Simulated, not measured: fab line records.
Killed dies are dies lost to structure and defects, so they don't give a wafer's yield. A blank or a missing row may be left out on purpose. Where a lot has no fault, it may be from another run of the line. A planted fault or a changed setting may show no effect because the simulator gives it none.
Matching of chambers / flow n5 finfet / lpcvd-01 running N5_DUMMY_GATE_CVD_03: 11 sister chambers
The step deposits a-Si from SiH4, target thk 150 nm, time 8042 s. 14 wafers are shown with their chamber, then 1 later ones without.

## WAFERS WITH THEIR CHAMBER
wafer=L509.1; chamber=1/90; zone power bottom pct (%)=10.6
wafer=L509.3; chamber=1/100; zone power bottom pct (%)=10.6
wafer=L509.5; chamber=1/109; zone power bottom pct (%)=10.6
wafer=L522.2; chamber=1/70; zone power bottom pct (%)=10.6
wafer=L522.4; chamber=1/79; zone power bottom pct (%)=10.6
wafer=L522.6; chamber=1/89; zone power bottom pct (%)=10.6
wafer=L523.2; chamber=1/95; zone power bottom pct (%)=10.7
wafer=L523.3; chamber=1/100; zone power bottom pct (%)=10.7
wafer=L523.5; chamber=1/109; zone power bottom pct (%)=10.7
wafer=L525.1; chamber=0/65; zone power bottom pct (%)=10.7
wafer=L525.5; chamber=0/84; zone power bottom pct (%)=10.7
wafer=L525.6; chamber=0/89; zone power bottom pct (%)=10.7
wafer=L527.2; chamber=0/70; zone power bottom pct (%)=10.8
wafer=L527.5; chamber=0/84; zone power bottom pct (%)=10.8

## WAFERS MISSING THEIR CHAMBER
wafer=L527.6; zone power bottom pct (%)=10.8

## WHICH CHAMBER EACH WENT THROUGH
wafer=L527.6; from the rows above=can't be placed: 0/70 or 0/84 or 0/65 or 0/89 or 1/95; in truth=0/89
Correctly placed: 0 of 1. Cannot be placed on the basis of these rows: 1; the candidates contain the true chamber in 1. Number placed wrongly: 0.
How it was worked out, from the rows above alone: a wafer's distance from a chamber is the root of the sum, over the readings, of the square of ((its reading less the chamber's mean) divided by the reading's scatter). If the next closest chamber is less than 2 further off than the closest, the wafer can't be placed; otherwise it belongs to the closest. Each chamber's mean is taken over the wafers shown for it. The scatter: the root of (the sum of the squares of (reading less its chamber's mean) over the shown wafers, divided by (wafers less chambers)).
